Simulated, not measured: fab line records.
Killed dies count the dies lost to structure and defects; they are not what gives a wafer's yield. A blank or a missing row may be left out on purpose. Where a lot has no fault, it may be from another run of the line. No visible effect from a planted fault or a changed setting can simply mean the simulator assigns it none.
fab line records    flow n5_finfet    part 1 of 2: steps 1 to 39 of 42
[record] lots = 7  wafers = 21  last_day = 18
route steps=1938 shown HKMG_FIN@462 GATE_CUT@465 MOL_CONTACT_COAG@560
lots untouched by any fault: they come from a run of this same line in which no faults occurred
start_h: hours from the record's first day to the start of the lot's first wafer shown    wait_h: hours from the lot's prior step to this one    " the same as in the row above    L1.1+2: a single row standing in for several wafers    - either no value or no given start    * or withheld: withheld    < > ~ a bound
route shown NAME@n: names a module that has steps shown in the file, with the first one's number in the route    usual: mean/standard deviation taken from wafers without a fault    same: alike in all rows    chamber/n: place in a boat    sites: readings site by site    _std_site: standard deviation across them    _edge_site: mean of outer sites minus mean of inner sites    radius_mm: how far each site lies from the wafer's centre    mask NAME#n: copy n    behind: the most recent tool/chamber to have shaped the wafer    hold: cause of the lot's hold/its duration in hours/its outcome    device: the transistor (n, p or np) that didn't switch    end of line: tests run on the same wafers once the route is complete    a step given without rows: its recipe and nothing more    killed: dies that structure and defects cost at the first sort, which is not the same as the wafer's yield    map: a wafer's dies, x killed, . not, _ none there
set.NAME: the setting the step ran with; set.NAME@STEP: the setting that earlier step ran with    model.NAME: the simulator's own value behind a step, which no gauge read
lots seen at some steps along the route; tables by step, rows by wafer
services: the hour from which a tool's chamber was out of use, counted from the record's first day as start_h (under 0 if before that day), plus the number of hours and why
[[steps]]
[step N5_HKMG_FIN_CMP_94]
[recipe] stop_on = SiNx  post_cmp_clean = w_dilute_nh4oh  t_overpolish_s = 4.7  down_force_psi = 4  platen_rpm = 50.289  pad_velocity_m_s = 1.0006  target_thk_nm = 43.299
[step N5_HKMG_FIN_INSPECT_28]
[recipe] inspect_instrument = darkfield  mode = post_cmp
[usual] raw_defect_count = 41/15
lot.wafer  tool               chamber  start_h  wait_h  raw_defect_count
L454.1     defect_inspect-02  -        80.52    0.0     37
L454.2     "                  -        "        "       33
L454.6     "                  -        "        "       47
L461.1     defect_inspect-01  -        126.97   0.0     36
L461.3     "                  -        "        "       25
L461.4     "                  -        "        "       72
L462.3     defect_inspect-01  -        130.44   0.0     49
L462.4     "                  -        "        "       39
L462.5     "                  -        "        "       53
L463.1     defect_inspect-01  -        133.30   0.0     77
L463.2     "                  -        "        "       61
L463.3     "                  -        "        "       80
L470.3     defect_inspect-02  -        175.72   0.0     28
L470.4     "                  -        "        "       52
L470.6     "                  -        "        "       26
L477.1     defect_inspect-01  -        219.95   0.0     35
L477.4     "                  -        "        "       24
L477.6     "                  -        "        "       35
L476.1     defect_inspect-02  -        220.50   0.0     50
L476.2     "                  -        "        "       78
L476.3     "                  -        "        "       41
[step N5_GATE_CUT_ETCHBACK_00]
[recipe] chemistry = SF6/Cl2  target = W  pressure_mtorr = 8  icp_w = 900  bias_w = 80  SF6_flow_sccm = 40  Cl2_flow_sccm = 60
[step N5_GATE_CUT_ETCH_56]
[recipe] chemistry = Cl2/Ar  target = TiN  target_depth_a = 216  pressure_mtorr = 10  icp_w = 600  bias_w = 60  Cl2_flow_sccm = 40  Ar_flow_sccm = 60
[step N5_GATE_CUT_ETCHBACK_30]
[recipe] chemistry = Cl2/Ar  target = TiN  target_depth_a = 30  mode = isotropic  pressure_mtorr = 10  icp_w = 600  bias_w = 60  Cl2_flow_sccm = 40  Ar_flow_sccm = 60
[step N5_GATE_CUT_VAPOR_ETCH_60]
[recipe] chemistry = BCl3/Cl2  target = HfO2  mode = isotropic
[usual] drypump_motor_current_A = 6.0/0.52  oes_product_au = 0.82/0.098
lot.wafer  tool          chamber  start_h  wait_h  drypump_motor_current_A  oes_product_au
L454.1     rie_metal-03  0        80.79    0.0     6.4                      0.97
L454.2     "             1        "        "       6.4                      0.88
L454.6     "             1        "        "       6.4                      0.88
L461.1     rie_metal-02  1        127.24   0.0     6.0                      0.80
L461.3     "             1        "        "       6.0                      0.81
L461.4     "             0        "        "       5.6                      0.72
L462.3     rie_metal-02  1        130.73   0.0     6.0                      0.79
L462.4     "             0        "        "       5.6                      0.73
L462.5     "             1        "        "       6.0                      0.80
L463.1     rie_metal-02  1        133.57   0.0     6.0                      0.79
L463.2     "             0        "        "       5.6                      0.73
L463.3     "             1        "        "       6.0                      0.79
L470.3     rie_metal-02  0        176.00   0.0     5.6                      0.71
L470.4     "             1        "        "       6.1                      0.78
L470.6     "             0        "        "       5.6                      0.72
L477.1     rie_metal-03  1        220.22   0.0     6.4                      0.83
L477.4     "             0        "        "       6.3                      0.89
L477.6     "             1        "        "       6.4                      0.83
L476.1     rie_metal-01  1        220.77   0.0     6.2                      0.98
L476.2     "             0        "        "       4.7                      0.90
L476.3     "             1        "        "       6.2                      0.98
[step N5_GATE_CUT_ETCH_58]
[recipe] chemistry = CH3F/O2  target = SiNx  target_depth_a = 170  time_s = 128.6  ion_energy_ev = 50  pressure_mtorr = 30  source_w = 415  bias_w = 21  Ar_flow_sccm = 150  CH3F_flow_sccm = 30  O2_flow_sccm = 20
[step N5_GATE_CUT_STRIP_59]
[recipe] chemistry = N2/H2  time_s = 20  power_w = 100  temp_c = 40  pressure_mtorr = 100  rf_frequency_hz = 6e+07  bias_power_w = 3  n2_flow_sccm = 300  h2_flow_sccm = 300
[step N5_GATE_CUT_PRECLEAN_31]
[recipe] temp_c = 23  chemistry = DIW  time_s = 300
[step N5_GATE_CUT_SRD_32]
[recipe] time_s = 30  temp_c = 23  rinse_liquid = diw  dry = ipa_marangoni
[step N5_GATE_CUT_SAC_CAP_01]
[recipe] material = SiNx  target_thk_a = 240  temp_c = 400  ald_precursor_family = SiH2I2  ald_co_reactant = N2/H2-plasma  pulse_time_s = 1  ald_cycles = 480  purge_time_s = 2  co_reactant_purge_time_s = 2  pressure_torr = 2
[step N5_GATE_CUT_PECVD_57]
[recipe] material = SiNx  target_thk_a = 210  temp_c = 400  precursor = SiH4/NH3/N2  pressure_torr = 1.5  rf_w = 300
[usual] chamber_pressure_Torr = 1.500/0.0032  heater_power_outer_w = 458/63  heater_power_w = 771/86  rf_fwd_power_W = 297.0/1  showerhead_plenum_p_Torr = 5.13/0.073  throttle_valve_pct = 39.2/2.7
lot.wafer  tool      chamber  start_h  wait_h  chamber_pressure_Torr  heater_power_outer_w  heater_power_w  rf_fwd_power_W  showerhead_plenum_p_Torr  throttle_valve_pct
L454.1     pecvd-02  0        83.61    1.1     1.499                  460                   744             297.0           5.09                      38.8
L454.2     "         1        "        "       1.501                  426                   719             296.4           5.22                      41.7
L454.6     "         0        "        "       1.499                  457                   745             295.8           5.10                      38.7
L461.1     pecvd-02  0        129.82   1.1     -                      -                     -               -               -                         -
L461.3     "         2        "        "       -                      -                     -               -               -                         -
L461.4     "         1        "        "       -                      -                     -               -               -                         -
L462.3     pecvd-04  0        133.32   1.1     -                      -                     -               -               -                         -
L462.4     "         0        "        "       -                      -                     -               -               -                         -
L462.5     "         2        "        "       -                      -                     -               -               -                         -
L463.1     pecvd-02  2        136.56   1.1     -                      -                     -               -               -                         -
L463.2     "         0        "        "       -                      -                     -               -               -                         -
L463.3     "         1        "        "       -                      -                     -               -               -                         -
L470.3     pecvd-01  2        178.62   1.1     1.500                  577                   991             298.3           5.05                      40.6
L470.4     "         1        "        "       1.501                  397                   735             297.0           5.01                      43.1
L470.6     "         2        "        "       1.500                  587                   977             298.8           5.06                      40.8
L477.1     pecvd-04  1        222.79   1.1     1.507                  415                   738             296.9           5.25                      39.6
L477.4     "         0        "        "       1.501                  536                   891             297.1           5.15                      41.4
L477.6     "         1        "        "       1.504                  420                   739             297.4           5.26                      39.5
L476.1     pecvd-04  2        223.47   1.1     1.503                  404                   696             297.5           5.19                      35.2
L476.2     "         0        "        "       1.498                  541                   910             298.3           5.14                      41.7
L476.3     "         1        "        "       1.495                  385                   750             297.5           5.27                      39.4
[step N5_GATE_CUT_CMP_02]
[recipe] stop_on = SiO2  t_overpolish_s = 12.7  post_cmp_clean = alkaline_brush  down_force_psi = 2.5  platen_rpm = 51.8  pad_velocity_m_s = 1.0307  target_thk_nm = 0
[usual] motor_current_A = 8.4/0.78
lot.wafer  tool    chamber  start_h  wait_h  motor_current_A  model.SiNx_of_GATE_CUT_SAC_CAP_01.thk_nm
L454.1     cmp-01  1        83.72    0.1     8.8              21.6
L454.2     "       3        "        "       8.9              21.6
L454.6     "       1        "        "       8.9              21.6
L461.4     cmp-02  2        129.89   0.0     6.9              0
L461.3     "       0        "        "       8.7              0
L461.1     "       1        "        "       8.3              0
L462.3     cmp-03  3        133.39   0.1     9.3              0
L462.4     "       2        "        "       7.9              0
L462.5     "       3        "        "       9.6              0
L463.3     cmp-01  3        136.63   0.1     8.8              0
L463.1     "       1        "        "       8.8              0
L463.2     "       2        "        "       10.1             0
L470.3     cmp-03  3        178.77   0.1     9.7              21.6
L470.4     "       0        "        "       8.5              21.8
L470.6     "       2        "        "       8.8              21.6
L477.1     cmp-03  3        222.86   0.1     9.3              21.8
L477.4     "       1        "        "       8.2              21.8
L477.6     "       0        "        "       8.0              21.6
L476.1     cmp-02  2        223.68   0.2     7.1              21.6
L476.2     "       3        "        "       8.3              21.6
L476.3     "       0        "        "       8.9              21.8
[step N5_GATE_CUT_HM_DEP_46]
[recipe] material = SiO2  target_thk_a = 1300  temp_c = 400  precursor = TEOS/O2  pressure_torr = 6.5  rf_w = 900  teos_flow_sccm = 161.4  gas = O2  flow_sccm = 2650  time_s = 26.6
[usual] heater_power_w = 549/79  rf_fwd_power_W = 889/3.6  showerhead_plenum_p_Torr = 8.33/0.039  throttle_valve_pct = 18.4/1.3
lot.wafer  tool      chamber  start_h  wait_h  heater_power_w  rf_fwd_power_W  showerhead_plenum_p_Torr  throttle_valve_pct
L454.1     pecvd-01  0        84.02    0.0     525             892             8.33                      17.6
L454.2     "         1        "        "       518             884             8.30                      20.1
L454.6     "         1        "        "       532             884             8.28                      19.9
L461.1     pecvd-02  0        130.22   0.0     562             894             8.31                      18.2
L461.3     "         2        "        "       468             885             8.31                      16.4
L461.4     "         2        "        "       482             887             8.33                      16.3
L462.3     pecvd-02  1        133.73   0.0     461             889             8.39                      19.5
L462.4     "         1        "        "       464             891             8.37                      19.4
L462.5     "         0        "        "       539             891             8.31                      18.2
L463.1     pecvd-01  2        136.97   0.0     684             894             8.29                      18.8
L463.2     "         1        "        "       496             882             8.25                      19.9
L463.3     "         0        "        "       569             889             8.34                      17.7
L470.3     pecvd-01  0        179.02   0.0     609             892             8.34                      17.6
L470.4     "         1        "        "       530             884             8.28                      20.3
L470.6     "         2        "        "       737             895             8.32                      19.0
L477.1     pecvd-04  1        223.19   0.0     582             888             8.41                      18.4
L477.4     "         0        "        "       678             895             8.35                      19.5
L477.6     "         2        "        "       456             890             8.38                      16.4
L476.1     pecvd-04  2        223.97   0.0     430             887             8.37                      16.6
L476.2     "         1        "        "       609             888             8.41                      18.5
L476.3     "         0        "        "       715             888             8.37                      19.3
[step N5_GATE_CUT_COAT_34]
[recipe] resist = SOC  temp_c = 250  time_s = 60  spin_rpm = 1500  resist_thk_nm = 60
[step N5_GATE_CUT_COAT_35]
[recipe] resist = SiARC  temp_c = 220  time_s = 60  spin_rpm = 1500  resist_thk_nm = 10
[step N5_GATE_CUT_COAT_27]
[recipe] resist = underlayer  temp_c = 205  time_s = 60  spin_rpm = 1500  resist_thk_nm = 10
[step N5_GATE_CUT_COAT_07]
[recipe] resist = CAR-EUV  spin_rpm = 1500  resist_thk_nm = 30
[step N5_GATE_CUT_EBR_09]
[recipe] solvent = PGMEA  ebr_width_mm = 1.5
[step N5_GATE_CUT_SOFTBAKE_08]
[recipe] temp_c = 110  time_s = 60  resist = CAR-EUV
[step N5_GATE_CUT_EXPOSE_10]
[recipe] mask_id = GATE_CUT  na = 0.33  source_shape = annular  sigma_inner = 0.35  sigma_outer = 0.8  polarization = unpolarized  target_cd_nm = 20  dose_mj = 43.25
[step N5_GATE_CUT_PEB_11]
[recipe] peb_temp_c = 100  peb_time_s = 60  resist = CAR-EUV
[step N5_GATE_CUT_DEVELOP_12]
[recipe] develop_time_s = 30  developer = TMAH  resist = CAR-EUV  rinse_liquid = surfactant_rinse  dry = air_spin  dev_temp_c = 23
[step N5_GATE_CUT_CD_MEAS_13]
[recipe] target_cd_nm = 20  landing_energy_ev = 500  detector = se_inlens
[usual] cd_nm = 20.05/0.25
lot.wafer  tool       chamber  start_h  wait_h  cd_nm
L454.1     cd_sem-03  0        84.37    -       20.00
L454.2     "          0        "        "       19.95
L454.6     "          0        "        "       20.03
L461.1     cd_sem-03  0        130.68   -       19.98
L461.3     "          0        "        "       19.84
L461.4     "          0        "        "       20.34
L462.3     cd_sem-02  0        134.19   -       20.25
L462.4     "          0        "        "       19.75
L462.5     "          0        "        "       19.95
L463.1     cd_sem-01  0        137.30   -       19.50
L463.2     "          0        "        "       19.99
L463.3     "          0        "        "       19.57
L470.3     cd_sem-03  0        179.40   -       20.04
L470.4     "          0        "        "       19.95
L470.6     "          0        "        "       20.33
L477.1     cd_sem-02  0        223.66   -       20.20
L477.4     "          0        "        "       19.64
L477.6     "          0        "        "       19.93
L476.1     cd_sem-01  0        224.31   -       19.96
L476.2     "          0        "        "       20.75
L476.3     "          0        "        "       20.45
[step N5_GATE_CUT_OVL_MEAS_14]
[recipe] points_per_wafer = 522
[usual] GATE_CUT_OVL = 0.0/0.72
lot.wafer  tool        chamber  start_h  wait_h  GATE_CUT_OVL[nm]
L454.1     overlay-02  0        84.40    0.0     0.3
L454.2     "           0        "        "       0.7
L454.6     "           0        "        "       -0.8
L461.1     overlay-01  0        130.71   0.0     0.1
L461.3     "           0        "        "       0.5
L461.4     "           0        "        "       -0.3
L462.3     overlay-01  0        134.23   0.0     0.3
L462.4     "           0        "        "       0.9
L462.5     "           0        "        "       0.2
L463.1     overlay-01  0        137.33   0.0     -0.4
L463.2     "           0        "        "       0.2
L463.3     "           0        "        "       -0.2
L470.3     overlay-01  0        179.44   0.0     -0.2
L470.4     "           0        "        "       -0.8
L470.6     "           0        "        "       -0.7
L477.1     overlay-01  0        223.69   0.0     -0.4
L477.4     "           0        "        "       -0.4
L477.6     "           0        "        "       0.5
L476.1     overlay-02  0        224.34   0.0     -0.2
L476.2     "           0        "        "       0.1
L476.3     "           0        "        "       0.4
[step N5_GATE_CUT_INSPECT_15]
[recipe] mode = adi  inspect_instrument = brightfield
[usual] raw_defect_count = 145/44
lot.wafer  tool               chamber  start_h  wait_h  raw_defect_count
L454.1     defect_inspect-02  -        84.46    0.1     94
L454.2     "                  -        "        "       164
L454.6     "                  -        "        "       178
L461.1     defect_inspect-02  -        130.77   0.1     139
L461.3     "                  -        "        "       123
L461.4     "                  -        "        "       102
L462.3     defect_inspect-01  -        134.28   0.0     228
L462.4     "                  -        "        "       114
L462.5     "                  -        "        "       142
L463.1     defect_inspect-02  -        137.39   0.1     97
L463.2     "                  -        "        "       106
L463.3     "                  -        "        "       115
L470.3     defect_inspect-01  -        179.49   0.0     139
L470.4     "                  -        "        "       174
L470.6     "                  -        "        "       134
L477.1     defect_inspect-02  -        223.74   0.1     87
L477.4     "                  -        "        "       159
L477.6     "                  -        "        "       79
L476.1     defect_inspect-02  -        224.40   0.1     157
L476.2     "                  -        "        "       149
L476.3     "                  -        "        "       180
[step N5_GATE_CUT_DESCUM_18]
[recipe] chemistry = O2  time_s = 7  source_power_w = 50  bias_power_w = 20  pressure_mtorr = 20  rf_frequency_hz = 2.712e+07  temp_c = 40  resist = CAR-EUV  o2_flow_sccm = 225
[step N5_GATE_CUT_ETCH_28]
[recipe] chemistry = N2/H2  target = underlayer  target_depth_a = 130  mask_material = CAR-EUV  time_s = 10.4  ion_energy_ev = 200  pressure_mtorr = 30  source_w = 840  bias_w = 150  n2_flow_sccm = 200  h2_flow_sccm = 200  ends = cleared
[step N5_GATE_CUT_ETCH_36]
[recipe] chemistry = CF4  target = SiARC  target_depth_a = 130  mask_material = CAR-EUV  time_s = 21.7  ion_energy_ev = 80  pressure_mtorr = 40  source_w = 545  bias_w = 36  Ar_flow_sccm = 100  cf4_flow_sccm = 100  ends = cleared
[usual] drypump_motor_current_A = 5.8/0.38  etch_rf_on_time_s = 21.5/0.49  oes_product_au = 0.69/0.075  rf_fwd_power_W = 531.9/2  rf_vpp_V = 184.1/1.2  showerhead_plenum_p_Torr = 2.14/0.072  throttle_valve_pct = 15.67/0.21
lot.wafer  tool         chamber  start_h  wait_h  drypump_motor_current_A  etch_rf_on_time_s  oes_product_au  rf_fwd_power_W  rf_hours_counter_h  rf_vpp_V  showerhead_plenum_p_Torr  throttle_valve_pct
L454.1     rie_diel-02  2        85.68    0.0     5.7                      21.8               0.60            533.7           194                 184.1     2.13                      15.54
L454.2     "            0        "        "       5.0                      21.3               0.69            530.6           119                 183.0     1.99                      15.67
L454.6     "            2        "        "       5.7                      22.1               0.60            532.8           -                   183.8     2.13                      15.54
L461.1     rie_diel-04  0        131.02   0.0     6.4                      22.0               0.68            531.3           94                  182.2     2.01                      15.70
L461.3     "            1        "        "       6.2                      20.6               0.72            532.1           79                  184.3     2.17                      15.51
L461.4     "            3        "        "       6.1                      21.4               0.61            531.0           248                 184.0     2.11                      15.89
L462.3     rie_diel-04  1        134.36   0.0     6.2                      20.7               0.71            529.9           80                  184.6     2.17                      15.49
L462.4     "            3        "        "       6.1                      21.6               0.61            531.5           249                 184.2     2.10                      15.88
L462.5     "            3        "        "       6.0                      21.9               0.60            531.2           -                   183.7     2.10                      15.89
L463.1     rie_diel-03  3        137.75   0.0     6.3                      21.7               0.71            530.2           87                  185.5     2.26                      15.64
L463.2     "            1        "        "       5.8                      21.2               0.59            530.7           250                 184.8     2.19                      15.88
L463.3     "            2        "        "       5.7                      21.5               0.75            533.2           41                  185.9     2.17                      15.54
L470.3     rie_diel-03  1        179.57   0.0     5.8                      21.0               0.84            532.5           2                   185.3     2.19                      15.36
L470.4     "            2        "        "       5.7                      21.7               0.72            530.1           57                  183.8     2.17                      15.55
L470.6     "            3        "        "       6.3                      21.6               0.70            533.6           -                   183.1     2.25                      15.67
L477.1     rie_diel-04  0        224.09   0.0     6.4                      22.2               0.66            530.7           129                 182.1     2.00                      15.80
L477.4     "            2        "        "       5.5                      21.6               0.80            531.0           12                  184.5     2.20                      15.49
L477.6     "            1        "        "       6.2                      20.7               0.68            530.9           -                   184.9     2.16                      15.58
L476.1     rie_diel-04  1        224.48   0.0     6.2                      21.0               0.68            532.8           113                 183.1     2.16                      15.57
L476.2     "            2        "        "       5.5                      21.9               0.79            529.2           12                  185.0     2.20                      15.47
L476.3     "            3        "        "       6.0                      21.2               0.79            533.1           21                  184.5     2.10                      15.42
[step N5_GATE_CUT_ETCH_37]
[recipe] chemistry = N2/H2  target = SOC  target_depth_a = 600  overetch_a = 120  mask_material = SiARC  temp_c = 40  time_s = 90  ion_energy_ev = 200  pressure_mtorr = 30  source_w = 840  bias_w = 150  n2_flow_sccm = 200  h2_flow_sccm = 200
[step N5_GATE_CUT_STRIP_38]
[recipe] chemistry = N2/H2  temp_c = 40  n2_flow_sccm = 200  h2_flow_sccm = 200  rf_frequency_hz = 6e+07
[step N5_GATE_CUT_STRIP_39]
[recipe] chemistry = N2/H2  temp_c = 40  n2_flow_sccm = 200  h2_flow_sccm = 200  rf_frequency_hz = 6e+07
[step N5_GATE_CUT_HM_OPEN_40]
[recipe] chemistry = C4F6/O2  target = SiO2  mask_material = SiARC  target_depth_a = 1390  time_s = 85.1  ion_energy_ev = 250  pressure_mtorr = 30  source_w = 345  bias_w = 185  Ar_flow_sccm = 300  C4F6_flow_sccm = 10  O2_flow_sccm = 10  ends = cleared
[step N5_GATE_CUT_STRIP_41]
[recipe] chemistry = CF4  resist = SiARC  power_w = 300  bias_power_w = 75  pressure_mtorr = 50  cf4_flow_sccm = 150  rf_frequency_hz = 6e+07
[step N5_GATE_CUT_STRIP_42]
[recipe] chemistry = O2  power_w = 400  temp_c = 40  pressure_mtorr = 30  rf_frequency_hz = 6e+07  bias_power_w = 0  overash_fraction = 0.3  o2_flow_sccm = 225
[step N5_GATE_CUT_ETCH_19]
[recipe] chemistry = CH3F/O2  target = SiNx  mask_material = SiO2  target_depth_a = 537  time_s = 76.7  pressure_mtorr = 30  source_w = 395  bias_w = 73  Ar_flow_sccm = 150  CH3F_flow_sccm = 30  O2_flow_sccm = 20  ion_energy_ev = 120  ends = cleared
[step N5_GATE_CUT_CUT_ETCH_53]
[recipe] chemistry = SF6/Cl2  target = W  mask_material = SiO2  target_depth_a = 792  pressure_mtorr = 8  icp_w = 900  bias_w = 80  SF6_flow_sccm = 40  Cl2_flow_sccm = 60  ends = cleared
[usual] drypump_motor_current_A = 6.1/0.41  etch_rf_on_time_s = 26.2/0.38  oes_product_au = 0.75/0.073  rf_fwd_power_W = 880/3.1  throttle_valve_pct = 28.95/0.25
lot.wafer  tool          chamber  start_h  wait_h  drypump_motor_current_A  etch_rf_on_time_s  oes_product_au  rf_fwd_power_W  rf_hours_counter_h  throttle_valve_pct
L454.1     rie_metal-03  1        86.02    0.1     6.4                      26.5               0.79            880             12                  28.80
L454.2     "             0        "        "       6.3                      26.1               0.87            884             2                   29.01
L454.6     "             1        "        "       6.4                      26.3               0.80            877             -                   28.81
L461.1     rie_metal-03  1        131.36   0.1     6.4                      26.2               0.78            885             16                  28.81
L461.3     "             0        "        "       6.4                      25.8               0.85            879             -                   29.03
L461.4     "             1        "        "       6.4                      26.4               0.78            885             -                   28.82
L462.3     rie_metal-03  1        134.72   0.1     6.4                      26.5               0.77            881             -                   28.83
L462.4     "             0        "        "       6.3                      25.8               0.84            880             -                   29.03
L462.5     "             1        "        "       6.3                      26.4               0.77            878             -                   28.83
L463.1     rie_metal-02  1        138.09   0.1     6.0                      26.8               0.71            879             33                  29.32
L463.2     "             0        "        "       5.6                      25.9               0.66            873             64                  28.77
L463.3     "             1        "        "       6.0                      26.5               0.72            876             -                   29.30
L470.3     rie_metal-02  1        179.93   0.1     6.0                      26.4               0.72            879             -                   29.32
L470.4     "             0        "        "       5.6                      25.8               0.66            880             -                   28.77
L470.6     "             0        "        "       5.6                      25.8               0.65            877             -                   28.77
L477.1     rie_metal-03  0        224.42   0.1     6.3                      26.3               0.80            884             14                  29.04
L477.4     "             1        "        "       6.4                      26.4               0.75            879             -                   28.83
L477.6     "             0        "        "       6.3                      26.3               0.80            882             -                   29.05
L476.1     rie_metal-02  0        224.82   0.1     5.6                      25.9               0.65            877             72                  28.77
L476.2     "             1        "        "       6.0                      26.8               0.70            878             41                  29.31
L476.3     "             0        "        "       5.6                      26.1               0.64            877             -                   28.80
[step N5_GATE_CUT_CUT_ETCH_54]
[recipe] chemistry = Cl2/BCl3  target = TiN  mask_material = SiO2  target_depth_a = 967  pressure_mtorr = 10  icp_w = 1000  bias_w = 126  Cl2_flow_sccm = 53.25  bcl3_flow_sccm = 21.75  Ar_flow_sccm = 25  ends = cleared
[step N5_GATE_CUT_CUT_ETCH_55]
[recipe] chemistry = BCl3  target = HfO2  mask_material = SiO2  target_depth_a = 32  ion_energy_ev = 30  pressure_mtorr = 5  icp_w = 450  bias_w = 18  bcl3_flow_sccm = 80
[[key]]
[first_sign] step = N5_GATE_CUT_PECVD_57  reading = tool_record  direction = missing
[effect] step = N5_MOL_CONTACT_COAG_ETCH_47  reading = etch_rf_on_time_s  direction = up  sigmas = 16  usual = *  struck = *
[model_effect] step = N5_GATE_CUT_CMP_02  value = SiNx_of_GATE_CUT_SAC_CAP_01.thk_nm  without = 21.71  struck = 0
[model_effect] step = N5_MOL_CONTACT_COAG_CMP_28  value = SiNx_of_GATE_CUT_SAC_CAP_01.thk_nm  without = 17.96  struck = 0
[model_effect] step = N5_MOL_CONTACT_COAG_ETCH_47  value = etch.t_clear_s  without = 25.92  struck = 32.51
met_at N5_GATE_CUT_PECVD_57
struck_wafers L461.1,L461.3,L461.4,L462.3,L462.4,L462.5,L463.1,L463.2,L463.3
sort_left_out L461.1,L461.3,L461.4,L462.3,L462.4,L462.5,L463.1,L463.2,L463.3
tester_left_out L461,L462,L463
onset_between 83.61 129.82
[fault] kind = skipped_step_whole  tool = pecvd-02,pecvd-04  chamber = -  onset_h = 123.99  steps = N5_GATE_CUT_PECVD_57  scope = struck_lots_only
// tester_left_out: of these lots the tester's yield and bins aren't shown, on N5 and GAA mostly nor the transistor test; their killed dies are dies lost to structure and defects alone, not to doping, threshold or leakage, so they don't give the yield
// sort_left_out: the simulated sort isn't trusted on such a fault, so these wafers' sort isn't shown, and their yield isn't known
